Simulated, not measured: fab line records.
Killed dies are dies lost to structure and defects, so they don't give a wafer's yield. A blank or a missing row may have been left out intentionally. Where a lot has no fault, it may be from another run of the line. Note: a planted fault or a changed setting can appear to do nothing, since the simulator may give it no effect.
fab line records + flow nand-harc
[record]
- lots = 6
- wafers = 18
- last-day = 33
route steps=1302 shown A_SGD_CUT@893
lots that met no fault: from a run of the same line without faults
start-h: hours from the record's opening day to when the first of the lot's shown wafers began + wait-h: hours since the lot's step before + " unchanged from the row above + L1.1+2: one row covering several wafers at once + - no value, or no start was given + * or withheld: withheld + < > ~ a bound
route shown NAME@n: a module of which the file shows steps, and the number in the route of the first + usual: mean and standard deviation over wafers with no fault + same: alike in all rows + chamber/n: place in a boat + sites: each site's reading + _std_site: the values' standard deviation + _edge_site: inner sites' mean taken away from outer sites' mean + radius-mm: how far each site lies from the wafer's centre + mask NAME#n: copy n + behind: the most recent tool/chamber to have shaped the wafer + hold: why the lot went on hold/how many hours it stayed there/how the hold came to an end + device: the n, p or np transistor that did not switch + end of line: the tests these same wafers got at the end of their route + where a step has no rows: the recipe by itself + killed: count of dies lost to structure and defects at first sort (not the wafer's yield) + map: the dies of a wafer, with x for killed, . for not killed, _ for no die there
set.NAME: the setting the step ran with; set.NAME@STEP: the setting that earlier step ran with + model.NAME: the simulator's own value behind a step, which no gauge read
certain route steps with their lots: each step a table, each wafer a row
services: when a tool's chamber went out of use (start-h, in hours from the record's first day, below 0 if earlier), for how many hours, and the reason
[[steps]]
[step NHARC_A_SGD_CUT_COAT_56]
[recipe]
- temp-c = 260
- time-s = 75
[step NHARC_A_SGD_CUT_COAT_57]
[recipe]
- temp-c = 225
- time-s = 65
[step NHARC_A_SGD_CUT_COAT_03]
[recipe]
- spin-rpm = 1500
- resist-thk-nm = 90
[step NHARC_A_SGD_CUT_SOFTBAKE_04]
[recipe]
- temp-c = 105
- time-s = 55
[step NHARC_A_SGD_CUT_EBR_05]
[step NHARC_A_SGD_CUT_EXPOSE_06]
[recipe]
- na = 1.35
- dose-mj = 85.59
- mask-id = SGD
[step NHARC_A_SGD_CUT_PEB_07]
[recipe]
- peb-temp-c = 100
- peb-time-s = 65
[step NHARC_A_SGD_CUT_DEVELOP_08]
[recipe]
- develop-time-s = 35
- dev-temp-c = 23
[step NHARC_A_SGD_CUT_CD_MEAS_09]
[recipe]
- target-cd-nm = 100
- landing-energy-ev = 500
[usual]
- cd-nm = 100.2/0.72
| lot.wafer | tool      | chamber | start-h | wait-h | cd-nm |
|-----------|-----------|---------|---------|--------|-------|
| L587.3    | cd-sem-01 | 0       | 442.31  | -      | 99.5  |
| L587.5    | "         | 0       | "       | "      | 99.7  |
| L587.6    | "         | 0       | "       | "      | 99.2  |
| L602.1    | cd-sem-01 | 0       | 580.11  | -      | 101.2 |
| L602.2    | "         | 0       | "       | "      | 100.3 |
| L602.4    | "         | 0       | "       | "      | 100.8 |
| L601.1    | cd-sem-02 | 0       | 580.72  | -      | 100.1 |
| L601.2    | "         | 0       | "       | "      | 100.2 |
| L601.5    | "         | 0       | "       | "      | 100.6 |
| L604.1    | cd-sem-02 | 0       | 610.04  | -      | 100.9 |
| L604.4    | "         | 0       | "       | "      | 99.5  |
| L604.5    | "         | 0       | "       | "      | 100.1 |
| L607.2    | cd-sem-01 | 0       | 641.91  | -      | 100.3 |
| L607.5    | "         | 0       | "       | "      | 101.0 |
| L607.6    | "         | 0       | "       | "      | 100.1 |
| L610.1    | cd-sem-01 | 0       | 668.65  | -      | 101.0 |
| L610.5    | "         | 0       | "       | "      | 99.9  |
| L610.6    | "         | 0       | "       | "      | 100.8 |
[step NHARC_A_SGD_CUT_OVL_MEAS_10]
[usual]
- overlay-x-nm = 0.1/0.92
- overlay-y-nm = 0.1/0.83
| lot.wafer | tool       | chamber | start-h | wait-h | overlay-x-nm | overlay-y-nm |
|-----------|------------|---------|---------|--------|--------------|--------------|
| L587.3    | overlay-01 | -       | 442.40  | -      | 1.0          | -0.1         |
| L587.5    | "          | -       | "       | "      | 0.6          | -0.6         |
| L587.6    | "          | -       | "       | "      | 0.6          | -1.2         |
| L602.1    | overlay-02 | -       | 580.20  | -      | -0.1         | 1.7          |
| L602.2    | "          | -       | "       | "      | 0.8          | 1.6          |
| L602.4    | "          | -       | "       | "      | 0.1          | 1.3          |
| L601.1    | overlay-02 | -       | 580.81  | -      | -0.2         | -0.5         |
| L601.2    | "          | -       | "       | "      | -0.4         | -1.3         |
| L601.5    | "          | -       | "       | "      | -0.9         | -1.0         |
| L604.1    | overlay-01 | -       | 610.14  | -      | 0.8          | -0.9         |
| L604.4    | "          | -       | "       | "      | 1.2          | -0.7         |
| L604.5    | "          | -       | "       | "      | -0.2         | -0.5         |
| L607.2    | overlay-02 | -       | 641.99  | -      | -0.9         | -0.5         |
| L607.5    | "          | -       | "       | "      | -1.9         | 0.6          |
| L607.6    | "          | -       | "       | "      | -1.0         | 0.0          |
| L610.1    | overlay-02 | -       | 668.74  | -      | 1.0          | -0.5         |
| L610.5    | "          | -       | "       | "      | 0.9          | 0.1          |
| L610.6    | "          | -       | "       | "      | 1.6          | 0.4          |
[step NHARC_A_SGD_CUT_INSPECT_11]
[usual]
- raw-defect-count = 57/35
| lot.wafer | tool              | chamber | start-h | wait-h | raw-defect-count |
|-----------|-------------------|---------|---------|--------|------------------|
| L587.3    | defect-inspect-02 | -       | 442.43  | 0.0    | 62               |
| L587.5    | "                 | -       | "       | "      | 52               |
| L587.6    | "                 | -       | "       | "      | 72               |
| L602.1    | defect-inspect-01 | -       | 580.24  | 0.0    | 60               |
| L602.2    | "                 | -       | "       | "      | 63               |
| L602.4    | "                 | -       | "       | "      | 60               |
| L601.1    | defect-inspect-01 | -       | 580.85  | 0.0    | 44               |
| L601.2    | "                 | -       | "       | "      | 48               |
| L601.5    | "                 | -       | "       | "      | 42               |
| L604.1    | defect-inspect-02 | -       | 610.18  | 0.0    | 61               |
| L604.4    | "                 | -       | "       | "      | 72               |
| L604.5    | "                 | -       | "       | "      | 67               |
| L607.2    | defect-inspect-02 | -       | 642.03  | 0.0    | 70               |
| L607.5    | "                 | -       | "       | "      | 72               |
| L607.6    | "                 | -       | "       | "      | 85               |
| L610.1    | defect-inspect-02 | -       | 668.78  | 0.0    | 6                |
| L610.5    | "                 | -       | "       | "      | 7                |
| L610.6    | "                 | -       | "       | "      | 7                |
[step NHARC_A_SGD_CUT_DESCUM_14]
[recipe]
- time-s = 3
- o2-flow-sccm = 200
- ar-flow-sccm = 0
- bias-power-w = 0
- chemistry = O2
[usual]
- drypump-motor-current-A = 5.7/0.35
- mfc-ar-sccm = 0.010/0.012
- o2-flow-sccm = 200.0/0.64
- oes-product-au = 1.003/0.015
- rf-vpp-V = 57.8/0.9
- showerhead-plenum-p-Torr = 1.89/0.074
- throttle-valve-pct = 11.312/0.0093
| lot.wafer | tool        | chamber | start-h | wait-h | drypump-motor-current-A | mfc-ar-sccm | o2-flow-sccm | oes-product-au | rf-hours-counter-h | rf-vpp-V | showerhead-plenum-p-Torr | throttle-valve-pct |
|-----------|-------------|---------|---------|--------|-------------------------|-------------|--------------|----------------|--------------------|----------|--------------------------|--------------------|
| L587.3    | rie-diel-05 | 2       | 442.49  | 0.1    | 5.6                     | 0.022       | 199.7        | 1.006          | 1                  | 59.0     | 1.98                     | 11.306             |
| L587.5    | "           | 2       | "       | "      | 5.6                     | 0.022       | 199.8        | 0.999          | -                  | 57.1     | 1.98                     | 11.308             |
| L587.6    | "           | 3       | "       | "      | 5.5                     | 0           | 200.6        | 0.987          | -                  | 56.4     | 1.78                     | 11.318             |
| L602.2    | rie-diel-07 | 3       | 580.30  | 0.1    | 5.8                     | 0.010       | 199.6        | 1.034          | 7                  | 57.9     | 1.78                     | 11.305             |
| L602.1    | "           | 0       | "       | "      | 5.1                     | 0.011       | 200.3        | 1.029          | 7                  | 58.4     | 2.01                     | 11.300             |
| L602.4    | "           | 1       | "       | "      | 5.3                     | 0.044       | 200.2        | 0.999          | 7                  | 57.2     | 1.90                     | 11.300             |
| L601.2    | rie-diel-05 | 0       | 580.92  | 0.1    | 6.0                     | 0           | 200.7        | 0.991          | 8                  | 58.1     | 1.90                     | 11.319             |
| L601.1    | "           | 2       | "       | "      | 5.6                     | 0.022       | 199.5        | 0.983          | 9                  | 59.2     | 1.98                     | 11.307             |
| L601.5    | "           | 0       | "       | "      | 6.0                     | 0           | 201.8        | 0.992          | -                  | 57.8     | 1.90                     | 11.307             |
| L604.4    | rie-diel-05 | 3       | 610.26  | 0.1    | 5.5                     | 0           | 199.4        | 1.000          | 1                  | 57.1     | 1.78                     | 11.306             |
| L604.1    | "           | 0       | "       | "      | 6.0                     | 0           | 199.8        | 0.992          | 1                  | 59.0     | 1.90                     | 11.318             |
| L604.5    | "           | 1       | "       | "      | 6.0                     | 0           | 199.3        | 0.977          | -                  | 57.4     | 1.88                     | 11.313             |
| L607.2    | rie-diel-07 | 3       | 642.09  | 0.1    | 5.8                     | 0.010       | 200.2        | 1.026          | 13                 | 57.2     | 1.78                     | 11.313             |
| L607.5    | "           | 3       | "       | "      | 5.8                     | 0.010       | 199.1        | 1.021          | -                  | 57.6     | 1.78                     | 11.304             |
| L607.6    | "           | 0       | "       | "      | 5.0                     | 0.011       | 200.0        | 1.023          | -                  | 56.4     | 2.00                     | 11.327             |
| L610.1    | rie-diel-04 | 2       | 668.84  | 0.1    | 5.9                     | 0.003       | 200.0        | 0.999          | 7                  | 57.9     | 1.91                     | 11.307             |
| L610.6    | "           | 2       | "       | "      | 6.0                     | 0.003       | 200.6        | 1.019          | -                  | 58.1     | 1.91                     | 11.321             |
| L610.5    | "           | 3       | "       | "      | 6.4                     | 0           | 199.6        | 1.021          | -                  | 56.5     | 1.89                     | 11.312             |
[step NHARC_A_SGD_CUT_ETCH_58]
[recipe]
- target-depth-a = 390
- over-etch-frac = 0.3
- time-s = 65
- ion-energy-ev = 80
- cf4-flow-sccm = 150
- ar-flow-sccm = 0
- rf-w = 300
- bias-w = 100
- chemistry = CF4
[usual]
- bias-w = 100.03/0.3
- cf4-flow-sccm = 150.0/0.47
- drypump-motor-current-A = 5.7/0.33
- mfc-ar-sccm = 0.010/0.013
- oes-product-au = 1.002/0.015
- rf-vpp-V = 150.9/1.1
- showerhead-plenum-p-Torr = 1.75/0.061
- throttle-valve-pct = 13.284/0.0088
| lot.wafer | tool        | chamber | start-h | wait-h | bias-w | cf4-flow-sccm | drypump-motor-current-A | mfc-ar-sccm | oes-product-au | rf-hours-counter-h | rf-vpp-V | showerhead-plenum-p-Torr | throttle-valve-pct |
|-----------|-------------|---------|---------|--------|--------|---------------|-------------------------|-------------|----------------|--------------------|----------|--------------------------|--------------------|
| L587.3    | rie-diel-05 | 2       | 442.59  | 0.1    | 100.25 | 150.3         | 5.5                     | 0.022       | 1.011          | 1                  | 152.2    | 1.83                     | 13.287             |
| L587.5    | "           | 0       | "       | "      | 99.33  | 150.0         | 6.0                     | 0           | 0.988          | -                  | 150.4    | 1.76                     | 13.281             |
| L587.6    | "           | 1       | "       | "      | 100.24 | 150.1         | 5.9                     | 0           | 0.984          | -                  | 150.8    | 1.75                     | 13.292             |
| L602.2    | rie-diel-07 | 1       | 580.38  | 0.1    | 99.90  | 150.6         | 5.3                     | 0.044       | 0.999          | 7                  | 151.2    | 1.76                     | 13.294             |
| L602.4    | "           | 3       | "       | "      | 100.16 | 149.9         | 5.8                     | 0.010       | 1.030          | 7                  | 148.9    | 1.66                     | 13.277             |
| L602.1    | "           | 0       | "       | "      | 99.82  | 149.8         | 5.0                     | 0.011       | 1.028          | 7                  | 152.0    | 1.85                     | 13.290             |
| L601.2    | rie-diel-05 | 3       | 581.00  | 0.1    | -      | -             | -                       | -           | -              | -                  | -        | -                        | -                  |
| L601.1    | "           | 0       | "       | "      | -      | -             | -                       | -           | -              | -                  | -        | -                        | -                  |
| L601.5    | "           | 0       | "       | "      | -      | -             | -                       | -           | -              | -                  | -        | -                        | -                  |
| L604.4    | rie-diel-05 | 3       | 610.33  | 0.1    | -      | -             | -                       | -           | -              | -                  | -        | -                        | -                  |
| L604.1    | "           | 2       | "       | "      | -      | -             | -                       | -           | -              | -                  | -        | -                        | -                  |
| L604.5    | "           | 3       | "       | "      | -      | -             | -                       | -           | -              | -                  | -        | -                        | -                  |
| L607.2    | rie-diel-07 | 2       | 642.18  | 0.1    | 99.53  | 150.4         | 5.8                     | 0.012       | 1.031          | 13                 | 151.9    | 1.70                     | 13.279             |
| L607.6    | "           | 1       | "       | "      | 99.72  | 150.6         | 5.3                     | 0.044       | 0.998          | -                  | 152.3    | 1.75                     | 13.291             |
| L607.5    | "           | 2       | "       | "      | 99.91  | 150.7         | 5.8                     | 0.012       | 1.023          | -                  | 151.4    | 1.70                     | 13.280             |
| L610.1    | rie-diel-04 | 1       | 668.93  | 0.1    | 99.73  | 149.7         | 5.7                     | 0           | 1.004          | 7                  | 152.6    | 1.83                     | 13.286             |
| L610.6    | "           | 1       | "       | "      | 100.08 | 150.3         | 5.7                     | 0           | 1.006          | -                  | 152.4    | 1.83                     | 13.290             |
| L610.5    | "           | 2       | "       | "      | 100.78 | 149.4         | 5.9                     | 0.003       | 1.003          | -                  | 150.5    | 1.77                     | 13.286             |
[step NHARC_A_SGD_CUT_ETCH_59]
[recipe]
- target-depth-a = 2600
- over-etch-frac = 0.25
- time-s = 406.25
- ion-energy-ev = 200
- n2-flow-sccm = 150
- h2-flow-sccm = 150
- ar-flow-sccm = 0
- rf-w = 400
- bias-w = 150
- chemistry = N2/H2
[usual]
- bias-w = 150.0/0.4
- chamber-pressure-mTorr = 30.001/0.028
- drypump-motor-current-A = 5.7/0.33
- mfc-ar-sccm = 0.011/0.014
- oes-product-au = 1.003/0.015
- rf-vpp-V = 429.9/2.1
- showerhead-plenum-p-Torr = 2.02/0.075
- throttle-valve-pct = 14.171/0.0094
| lot.wafer | tool        | chamber | start-h | wait-h | bias-w | chamber-pressure-mTorr | drypump-motor-current-A | mfc-ar-sccm | oes-product-au | rf-hours-counter-h | rf-vpp-V | showerhead-plenum-p-Torr | throttle-valve-pct |
|-----------|-------------|---------|---------|--------|--------|------------------------|-------------------------|-------------|----------------|--------------------|----------|--------------------------|--------------------|
| L587.3    | rie-diel-05 | 2       | -       | -      | 150.3  | 29.965                 | 5.6                     | 0.022       | 1.012          | 1                  | 433.4    | 2.12                     | 14.172             |
| L587.5    | "           | 2       | "       | "      | 150.0  | 30.004                 | 5.6                     | 0.022       | 0.998          | -                  | 432.3    | 2.12                     | 14.163             |
| L587.6    | "           | 3       | "       | "      | 149.1  | 29.999                 | 5.5                     | 0           | 0.990          | -                  | 427.5    | 1.89                     | 14.164             |
| L602.4    | rie-diel-07 | 0       | -       | -      | 150.2  | 30.021                 | 5.0                     | 0.011       | 1.034          | 7                  | 433.4    | 2.14                     | 14.178             |
| L602.2    | "           | 1       | "       | "      | 150.9  | 30.025                 | 5.3                     | 0.044       | 1.005          | 7                  | 429.8    | 2.02                     | 14.168             |
| L602.1    | "           | 2       | "       | "      | 150.6  | 29.957                 | 5.8                     | 0.012       | 1.028          | 8                  | 429.2    | 1.96                     | 14.163             |
| L601.1    | rie-diel-05 | 2       | 581.12  | 0.1    | 150.1  | 29.991                 | 5.6                     | 0.022       | 0.994          | 9                  | 433.4    | 2.11                     | 14.176             |
| L601.2    | "           | 3       | "       | "      | 150.9  | 30.014                 | 5.5                     | 0           | 0.996          | 7                  | 427.3    | 1.89                     | 14.190             |
| L601.5    | "           | 2       | "       | "      | 149.8  | 29.988                 | 5.6                     | 0.022       | 0.995          | -                  | 432.0    | 2.11                     | 14.168             |
| L604.1    | rie-diel-05 | 1       | 610.42  | 0.1    | 149.9  | 30.002                 | 5.9                     | 0           | 0.981          | 1                  | 428.8    | 2.01                     | 14.177             |
| L604.4    | "           | 2       | "       | "      | 149.8  | 30.004                 | 5.6                     | 0.022       | 1.016          | 1                  | 432.0    | 2.11                     | 14.181             |
| L604.5    | "           | 2       | "       | "      | 150.1  | 29.986                 | 5.6                     | 0.022       | 1.027          | -                  | 433.2    | 2.11                     | 14.164             |
| L607.2    | rie-diel-07 | 3       | -       | -      | 149.9  | 29.944                 | 5.8                     | 0.010       | 1.018          | 13                 | 425.4    | 1.90                     | 14.158             |
| L607.6    | "           | 0       | "       | "      | 149.8  | 30.010                 | 5.1                     | 0.011       | 1.028          | -                  | 432.9    | 2.14                     | 14.162             |
| L607.5    | "           | 1       | "       | "      | 149.7  | 30.027                 | 5.4                     | 0.044       | 1.000          | -                  | 430.9    | 2.02                     | 14.158             |
| L610.1    | rie-diel-04 | 0       | -       | -      | 150.2  | 30.013                 | 5.6                     | 0.021       | 0.998          | 7                  | 427.2    | 1.93                     | 14.167             |
| L610.6    | "           | 0       | "       | "      | 150.1  | 30.005                 | 5.6                     | 0.021       | 1.008          | -                  | 427.4    | 1.94                     | 14.160             |
| L610.5    | "           | 1       | "       | "      | 149.9  | 30.028                 | 5.7                     | 0           | 1.003          | -                  | 432.6    | 2.12                     | 14.174             |
[[services]]
| tool        | chamber | start-h | hours | kind   |
|-------------|---------|---------|-------|--------|
| rie-diel-05 | 0       | 440.23  | -     | clean  |
| rie-diel-05 | 1       | 440.23  | -     | clean  |
| rie-diel-05 | 2       | 440.23  | -     | clean  |
| rie-diel-05 | 3       | 440.23  | -     | clean  |
| rie-diel-04 | 1       | 446.90  | 18.0  | repair |
| rie-diel-05 | 0       | 464.73  | -     | clean  |
| rie-diel-05 | 1       | 464.73  | -     | clean  |
| rie-diel-05 | 2       | 464.73  | -     | clean  |
| rie-diel-05 | 3       | 464.73  | -     | clean  |
| rie-diel-07 | -       | 471.41  | 9.0   | pm     |
| rie-diel-05 | 0       | 489.23  | -     | clean  |
| rie-diel-07 | 0       | 495.10  | 5.3   | repair |
| rie-diel-05 | 3       | 508.87  | 6.4   | repair |
| rie-diel-07 | -       | 514.60  | 0.6   | repair |
| rie-diel-04 | 0       | 515.16  | 2.3   | repair |
| rie-diel-05 | 0       | 524.36  | 6.7   | repair |
| rie-diel-04 | -       | 531.90  | 9.0   | pm     |
| rie-diel-04 | -       | 562.52  | 0.2   | repair |
| rie-diel-05 | 2       | 570.26  | 6.1   | repair |
| rie-diel-05 | -       | 583.73  | 9.0   | pm     |
| rie-diel-07 | 2       | 610.49  | 10.9  | repair |
| rie-diel-04 | 2       | 634.84  | 13.5  | repair |
| rie-diel-07 | -       | 648.41  | 9.0   | pm     |
| rie-diel-05 | 3       | 649.22  | 3.5   | repair |
[[key]]
[first-sign]
- step = NHARC_A_SGD_CUT_ETCH_58
- reading = tool-record
- direction = missing
effect none on later readings
met-at NHARC_A_SGD_CUT_ETCH_58
struck-wafers L601.1,L601.2,L601.5,L604.1,L604.4,L604.5
later-rows-left-out L601.1,L601.2,L601.5,L604.1,L604.4,L604.5
sort-left-out L601.1,L601.2,L601.5,L604.1,L604.4,L604.5
tester-left-out L601,L604
onset-between 442.59 581.00
[fault]
- kind = skipped-step-whole
- tool = rie-diel-05
- chamber = -
- onset-h = 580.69
- steps = NHARC_A_SGD_CUT_ETCH_58
- scope = struck-lots-only
// tester-left-out: of these lots the tester's yield and bins aren't shown, on N5 and GAA mostly nor the transistor test; their killed dies are dies lost to structure and defects alone, not to doping, threshold or leakage, so they don't give the yield
// sort-left-out: the simulated sort isn't trusted on such a fault, so these wafers' sort isn't shown, and their yield isn't known
// later-rows-left-out: the simulator's readings of these wafers behind a module that went badly wrong aren't trusted and aren't shown, but for the sort
